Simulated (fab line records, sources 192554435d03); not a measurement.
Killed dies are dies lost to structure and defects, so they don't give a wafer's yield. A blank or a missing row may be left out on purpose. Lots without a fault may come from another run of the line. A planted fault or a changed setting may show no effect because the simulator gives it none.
Chamber matching | flow n5_finfet | N5_BEOL_M4_CMP_52 on cmp-02: 4 sister chambers
The step polishes, stops on SiOC, t overpolish 6.8 s, target thk 40 nm. 16 wafers are shown with their chamber, then 7 later ones without.

WAFERS WITH THEIR CHAMBER
wafer  | chamber | motor_current_A (A) | barrier_field_endpoint_s (s) | time_to_endpoint_s (s)
L075.2 | 3       | 6.5                 | 23.4                         | 64
L075.4 | 0       | 5.3                 | 23.4                         | 61
L076.1 | 0       | 5.2                 | 23.9                         | 59
L076.3 | 1       | 5.6                 | 24.9                         | 65
L076.4 | 3       | 6.5                 | 24.6                         | 66
L084.1 | 1       | 5.5                 | 24.9                         | 68
L084.3 | 3       | 6.2                 | 24.5                         | 69
L085.2 | 0       | 5.1                 | 24.5                         | 62
L085.3 | 2       | 6.1                 | 25.5                         | 67
L088.1 | 2       | 6.0                 | 24.9                         | 64
L088.2 | 1       | 5.5                 | 24.9                         | 64
L091.2 | 0       | 5.2                 | 22.9                         | 55
L091.3 | 3       | 6.4                 | 23.9                         | 60
L091.4 | 1       | 5.4                 | 24.9                         | 64
L094.2 | 1       | 5.5                 | 24.7                         | 62
L095.1 | 2       | 6.0                 | 25.2                         | 64

SIGNATURES (means of the wafers above)
reading                  | chamber 0 | chamber 1 | chamber 2 | chamber 3 | scatter within a chamber
motor_current_A          | 5.200     | 5.500     | 6.033     | 6.400     | 0.0943
barrier_field_endpoint_s | 23.675    | 24.860    | 25.200    | 24.100    | 0.462
time_to_endpoint_s       | 59.25     | 64.60     | 65.00     | 64.75     | 2.84
Rule: a wafer's distance from a chamber is the root of the sum, over the readings, of the square of ((its reading less the chamber's mean) divided by the reading's scatter). The wafer belongs to the nearest chamber; if the next one is less than 2 further off, it can't be placed. The scatter: the root of (the sum of the squares of (reading less its chamber's mean) over the shown wafers, divided by (wafers less chambers)).

WAFERS WITHOUT THEIR CHAMBER
wafer  | motor_current_A (A) | barrier_field_endpoint_s (s) | time_to_endpoint_s (s)
L095.3 | 6.6                 | 24.7                         | 62
L095.4 | 5.3                 | 24.1                         | 57
L096.1 | 5.9                 | 24.1                         | 60
L096.2 | 6.4                 | 23.5                         | 57
L096.3 | 5.5                 | 23.1                         | 52
L097.1 | 6.5                 | 25.1                         | 65
L097.4 | 6.0                 | 24.5                         | 65

WHICH CHAMBER EACH WENT THROUGH
wafer  | from the rows above     | in truth
L095.3 | 3                       | 3
L095.4 | 0                       | 0
L096.1 | can't be placed: 2 or 1 | 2
L096.2 | 3                       | 3
L096.3 | can't be placed: 0 or 1 | 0
L097.1 | 3                       | 3
L097.4 | 2                       | 2
Placed correctly: 5 of 7. Can't be placed from these rows: 2 (the true chamber is among the candidates in 2). Placed wrongly: 0.
